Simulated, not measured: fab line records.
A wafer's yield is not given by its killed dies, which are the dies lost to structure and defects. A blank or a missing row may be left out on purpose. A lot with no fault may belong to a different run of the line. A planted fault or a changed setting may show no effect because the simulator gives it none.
Chamber matching    flow n5 finfet    cvd co-02 running N5_BEOL_M1_PRE_CLEAN_60: 3 sister chambers
The step time 15 s. 6 wafers are shown with their chamber, then 9 later ones without.

WAFERS, EACH WITH ITS CHAMBER
wafer   chamber  heater power w (W)
L805.1  0        90
L805.2  1        98
L809.3  1        98
L811.3  2        98
L811.4  0        91
L811.6  2        100

WAFERS WITHOUT THEIR CHAMBER
wafer   heater power w (W)
L814.1  89
L814.4  99
L814.5  99
L816.2  99
L816.5  99
L816.6  99
L817.1  100
L817.3  91
L817.4  98

THE CHAMBER EACH PASSED THROUGH
wafer   from the rows above      in truth
L814.1  0                        0
L814.4  can't be placed: 2 or 1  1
L814.5  can't be placed: 2 or 1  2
L816.2  can't be placed: 2 or 1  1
L816.5  can't be placed: 2 or 1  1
L816.6  can't be placed: 2 or 1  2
L817.1  can't be placed: 2 or 1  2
L817.3  0                        0
L817.4  can't be placed: 1 or 2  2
2 of 9 placed correctly. Not placeable from these rows: 7 (in 7, the candidates include the true chamber). Wrongly placed: 0.
How it was worked out, from the rows above alone: a wafer's distance from a chamber is the root of the sum, over the readings, of the square of ((its reading less the chamber's mean) divided by the reading's scatter). The wafer belongs to the nearest chamber; if the next one is less than 2 further off, it can't be placed. The mean given for a chamber averages the wafers shown for that chamber. The scatter: take each reading less its chamber's mean, square it, sum over the shown wafers, divide by the number of wafers less the number of chambers, and take the root.
